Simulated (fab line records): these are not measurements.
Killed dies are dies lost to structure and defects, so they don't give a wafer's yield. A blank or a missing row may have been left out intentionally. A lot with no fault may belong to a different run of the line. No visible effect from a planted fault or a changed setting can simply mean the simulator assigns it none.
What tool caused it? || flow n5 finfet || 33 wafers from 11 lots sampled at 4 of the route's 1938 steps

WHAT EACH GAUGE READ, for each wafer
N5_BEOL_M15_INSPECT_55: inspects for defects (darkfield). Usual: raw defect count 67, standard deviation 21.
{"lot": "L104", "measured": "day 11 18:26", "on": "defect inspect-02", "raw defect count": "46 45 65", "flag": ""}
{"lot": "L106", "measured": "day 12 02:49", "on": "defect inspect-02", "raw defect count": "45 55 78", "flag": ""}
{"lot": "L110", "measured": "day 13 15:44", "on": "defect inspect-01", "raw defect count": "59 41 36", "flag": ""}
{"lot": "L119", "measured": "day 15 17:32", "on": "defect inspect-02", "raw defect count": "65 73 46", "flag": ""}
{"lot": "L120", "measured": "day 15 19:01", "on": "defect inspect-01", "raw defect count": "98 90 123", "flag": ""}
{"lot": "L118", "measured": "day 16 05:08", "on": "defect inspect-01", "raw defect count": "59 59 47", "flag": ""}
{"lot": "L121", "measured": "day 16 05:11", "on": "defect inspect-02", "raw defect count": "80 77 48", "flag": ""}
{"lot": "L122", "measured": "day 16 23:05", "on": "defect inspect-02", "raw defect count": "112 59 62", "flag": ""}
{"lot": "L125", "measured": "day 17 20:08", "on": "defect inspect-01", "raw defect count": "74 73 39", "flag": ""}
{"lot": "L124", "measured": "day 18 01:34", "on": "defect inspect-02", "raw defect count": "58 108 74", "flag": ""}
{"lot": "L126", "measured": "day 18 08:48", "on": "defect inspect-02", "raw defect count": "62 90 84", "flag": ""}

EACH LOT AND THE TOOL THAT RAN IT (in order: tool; ch and the chambers of the sampled wafers; start)
{"lot": "L104", "N5_BEOL_M15_TRENCH_ETCH_34": "rie diel-05 ch 0,1,3, day 11 15:32", "N5_BEOL_M15_SPUTTER_43": "pvd sputter-02, day 11 17:08", "N5_BEOL_M15_CMP_49": "cmp-01 ch 0,1,2, day 11 17:58"}
{"lot": "L106", "N5_BEOL_M15_TRENCH_ETCH_34": "rie diel-01 ch 0,1,3, day 11 23:13", "N5_BEOL_M15_SPUTTER_43": "pvd sputter-02, day 12 01:32", "N5_BEOL_M15_CMP_49": "cmp-02 ch 0,2,3, day 12 02:26"}
{"lot": "L110", "N5_BEOL_M15_TRENCH_ETCH_34": "rie diel-01 ch 1,3, day 13 12:40", "N5_BEOL_M15_SPUTTER_43": "pvd sputter-02, day 13 14:27", "N5_BEOL_M15_CMP_49": "cmp-03 ch 2,3, day 13 15:19"}
{"lot": "L119", "N5_BEOL_M15_TRENCH_ETCH_34": "rie diel-05 ch 0,1,2, day 15 13:59", "N5_BEOL_M15_SPUTTER_43": "pvd sputter-01, day 15 16:16", "N5_BEOL_M15_CMP_49": "cmp-02 ch 0,2, day 15 17:07"}
{"lot": "L120", "N5_BEOL_M15_TRENCH_ETCH_34": "rie diel-02 ch 0,2,3, day 15 14:26", "N5_BEOL_M15_SPUTTER_43": "pvd sputter-03, day 15 17:42", "N5_BEOL_M15_CMP_49": "cmp-03 ch 1,3, day 15 18:34"}
{"lot": "L118", "N5_BEOL_M15_TRENCH_ETCH_34": "rie diel-02 ch 1,3, day 16 01:04", "N5_BEOL_M15_SPUTTER_43": "pvd sputter-03, day 16 03:53", "N5_BEOL_M15_CMP_49": "cmp-03 ch 1,2, day 16 04:41"}
{"lot": "L121", "N5_BEOL_M15_TRENCH_ETCH_34": "rie diel-05 ch 0,1,3, day 16 01:22", "N5_BEOL_M15_SPUTTER_43": "pvd sputter-01, day 16 03:55", "N5_BEOL_M15_CMP_49": "cmp-02 ch 1,2,3, day 16 04:44"}
{"lot": "L122", "N5_BEOL_M15_TRENCH_ETCH_34": "rie diel-01 ch 0,3, day 16 19:17", "N5_BEOL_M15_SPUTTER_43": "pvd sputter-02, day 16 21:17", "N5_BEOL_M15_CMP_49": "cmp-02 ch 0,2,3, day 16 22:46"}
{"lot": "L125", "N5_BEOL_M15_TRENCH_ETCH_34": "rie diel-02 ch 0,2, day 17 15:19", "N5_BEOL_M15_SPUTTER_43": "pvd sputter-03, day 17 16:35", "N5_BEOL_M15_CMP_49": "cmp-02 ch 1,2,3, day 17 19:41"}
{"lot": "L124", "N5_BEOL_M15_TRENCH_ETCH_34": "rie diel-02 ch 1,2, day 17 19:31", "N5_BEOL_M15_SPUTTER_43": "pvd sputter-02, day 18 00:08", "N5_BEOL_M15_CMP_49": "cmp-01 ch 1,2,3, day 18 01:07"}
{"lot": "L126", "N5_BEOL_M15_TRENCH_ETCH_34": "rie diel-05 ch 1,2, day 18 04:32", "N5_BEOL_M15_SPUTTER_43": "pvd sputter-02, day 18 07:32", "N5_BEOL_M15_CMP_49": "cmp-01 ch 0,2, day 18 08:23"}
- N5_BEOL_M15_TRENCH_ETCH_34: etches SiO2 in C4F8/O2/Ar, target depth 872.93 nm, time 199 s.
- N5_BEOL_M15_SPUTTER_43: material TaN, target thk 15 nm, time 24.19 s.
- N5_BEOL_M15_CMP_49: polishes, stops on SiO2, t overpolish 4.9 s, target thk 850 nm.

WHAT THE TOOLS THEMSELVES READ (means of the sampled wafers that have a number; where no wafer has one, the mark that the record gives instead)
N5_BEOL_M15_TRENCH_ETCH_34. Usual: drypump motor current A 5.9 A, standard deviation 0.32; oes product au 0.81 a.u., standard deviation 0.088; rf vpp V 2226 V, standard deviation 16; showerhead plenum p Torr 3.45 Torr, standard deviation 0.063; throttle valve pct 30.89 %, standard deviation 0.25.
{"lot": "L104", "tool": "rie diel-05", "drypump motor current A (A)": 6.0, "oes product au (a.u.)": 0.79, "rf vpp V (V)": 2222, "showerhead plenum p Torr (Torr)": 3.50, "throttle valve pct (%)": 30.85, "flag": ""}
{"lot": "L106", "tool": "rie diel-01", "drypump motor current A (A)": 6.0, "oes product au (a.u.)": 0.89, "rf vpp V (V)": 2224, "showerhead plenum p Torr (Torr)": 3.40, "throttle valve pct (%)": 30.76, "flag": ""}
{"lot": "L110", "tool": "rie diel-01", "drypump motor current A (A)": 5.9, "oes product au (a.u.)": 0.86, "rf vpp V (V)": 2211, "showerhead plenum p Torr (Torr)": 3.35, "throttle valve pct (%)": 30.84, "flag": ""}
{"lot": "L119", "tool": "rie diel-05", "drypump motor current A (A)": 5.8, "oes product au (a.u.)": 0.80, "rf vpp V (V)": 2224, "showerhead plenum p Torr (Torr)": 3.46, "throttle valve pct (%)": 30.88, "flag": ""}
{"lot": "L120", "tool": "rie diel-02", "drypump motor current A (A)": 5.8, "oes product au (a.u.)": 0.77, "rf vpp V (V)": 2217, "showerhead plenum p Torr (Torr)": 3.45, "throttle valve pct (%)": 30.90, "flag": ""}
{"lot": "L118", "tool": "rie diel-02", "drypump motor current A (A)": 6.2, "oes product au (a.u.)": 0.70, "rf vpp V (V)": 2226, "showerhead plenum p Torr (Torr)": 3.40, "throttle valve pct (%)": 31.06, "flag": ""}
{"lot": "L121", "tool": "rie diel-05", "drypump motor current A (A)": 6.0, "oes product au (a.u.)": 0.85, "rf vpp V (V)": 2221, "showerhead plenum p Torr (Torr)": 3.49, "throttle valve pct (%)": 30.81, "flag": ""}
{"lot": "L122", "tool": "rie diel-01", "drypump motor current A (A)": 6.0, "oes product au (a.u.)": 0.78, "rf vpp V (V)": 2231, "showerhead plenum p Torr (Torr)": 3.36, "throttle valve pct (%)": 30.95, "flag": ""}
{"lot": "L125", "tool": "rie diel-02", "drypump motor current A (A)": 5.8, "oes product au (a.u.)": 0.77, "rf vpp V (V)": 2209, "showerhead plenum p Torr (Torr)": 3.45, "throttle valve pct (%)": 31.01, "flag": ""}
{"lot": "L124", "tool": "rie diel-02", "drypump motor current A (A)": 6.4, "oes product au (a.u.)": 0.75, "rf vpp V (V)": 2224, "showerhead plenum p Torr (Torr)": 3.41, "throttle valve pct (%)": 31.20, "flag": ""}
{"lot": "L126", "tool": "rie diel-05", "drypump motor current A (A)": 5.6, "oes product au (a.u.)": 0.77, "rf vpp V (V)": 2237, "showerhead plenum p Torr (Torr)": 3.45, "throttle valve pct (%)": 30.80, "flag": ""}

N5_BEOL_M15_SPUTTER_43. Usual: cathode dc power W 15000 W, standard deviation 2.5; throttle valve pct 30.2 %, standard deviation 1.3.
{"lot": "L104", "tool": "pvd sputter-02", "cathode dc power W (W)": 15000, "throttle valve pct (%)": 29.5, "flag": ""}
{"lot": "L106", "tool": "pvd sputter-02", "cathode dc power W (W)": 16260, "throttle valve pct (%)": 32.4, "flag": "OFF"}
{"lot": "L110", "tool": "pvd sputter-02", "cathode dc power W (W)": 17524, "throttle valve pct (%)": 30.3, "flag": "OFF"}
{"lot": "L119", "tool": "pvd sputter-01", "cathode dc power W (W)": 14998, "throttle valve pct (%)": 30.2, "flag": ""}
{"lot": "L120", "tool": "pvd sputter-03", "cathode dc power W (W)": 15001, "throttle valve pct (%)": 30.5, "flag": ""}
{"lot": "L118", "tool": "pvd sputter-03", "cathode dc power W (W)": 15002, "throttle valve pct (%)": 29.7, "flag": ""}
{"lot": "L121", "tool": "pvd sputter-01", "cathode dc power W (W)": 14999, "throttle valve pct (%)": 30.2, "flag": ""}
{"lot": "L122", "tool": "pvd sputter-02", "cathode dc power W (W)": 14999, "throttle valve pct (%)": 29.5, "flag": ""}
{"lot": "L125", "tool": "pvd sputter-03", "cathode dc power W (W)": 15000, "throttle valve pct (%)": 30.0, "flag": ""}
{"lot": "L124", "tool": "pvd sputter-02", "cathode dc power W (W)": 15000, "throttle valve pct (%)": 29.6, "flag": ""}
{"lot": "L126", "tool": "pvd sputter-02", "cathode dc power W (W)": 15000, "throttle valve pct (%)": 30.9, "flag": ""}

N5_BEOL_M15_CMP_49. Usual: barrier field endpoint s 11.41 s, standard deviation 0.26; motor current A 7.9 A, standard deviation 0.58.
{"lot": "L104", "tool": "cmp-01", "barrier field endpoint s (s)": 11.09, "motor current A (A)": 8.7, "flag": ""}
{"lot": "L106", "tool": "cmp-02", "barrier field endpoint s (s)": 11.92, "motor current A (A)": 7.9, "flag": ""}
{"lot": "L110", "tool": "cmp-03", "barrier field endpoint s (s)": 12.31, "motor current A (A)": 8.1, "flag": "OFF"}
{"lot": "L119", "tool": "cmp-02", "barrier field endpoint s (s)": 11.57, "motor current A (A)": 7.8, "flag": ""}
{"lot": "L120", "tool": "cmp-03", "barrier field endpoint s (s)": 11.07, "motor current A (A)": 7.8, "flag": ""}
{"lot": "L118", "tool": "cmp-03", "barrier field endpoint s (s)": 11.35, "motor current A (A)": 8.0, "flag": ""}
{"lot": "L121", "tool": "cmp-02", "barrier field endpoint s (s)": 11.26, "motor current A (A)": 7.6, "flag": ""}
{"lot": "L122", "tool": "cmp-02", "barrier field endpoint s (s)": 10.91, "motor current A (A)": 8.2, "flag": ""}
{"lot": "L125", "tool": "cmp-02", "barrier field endpoint s (s)": 11.25, "motor current A (A)": 7.5, "flag": ""}
{"lot": "L124", "tool": "cmp-01", "barrier field endpoint s (s)": 11.86, "motor current A (A)": 8.0, "flag": ""}
{"lot": "L126", "tool": "cmp-01", "barrier field endpoint s (s)": 11.27, "motor current A (A)": 8.7, "flag": ""}

THE ANSWER, worked out from the rows above alone
Rule: a lot is off if the mean of its wafers that have a number lies more than 3 standard deviations from the usual mean. A lot without any number at a reading at which 4 lots or more have one is off too. Where the step has rows for the other lots, those lots are counted as sound. First the gauges in route order, then the tools' own readings, where a lot's mean is used as printed above. At the first step where some lot is off, the reading lying furthest off is the one used; lots without a number count as furthest.
Off: L106, L110 (N5_BEOL_M15_SPUTTER_43, cathode dc power W).
If a tool, at that step or one of the process steps before it, ran each lot that is off and ran no sound lot following the first of them, it fits. Not one of the candidates tried fits.

WHAT THE SIMULATOR HAD INSERTED
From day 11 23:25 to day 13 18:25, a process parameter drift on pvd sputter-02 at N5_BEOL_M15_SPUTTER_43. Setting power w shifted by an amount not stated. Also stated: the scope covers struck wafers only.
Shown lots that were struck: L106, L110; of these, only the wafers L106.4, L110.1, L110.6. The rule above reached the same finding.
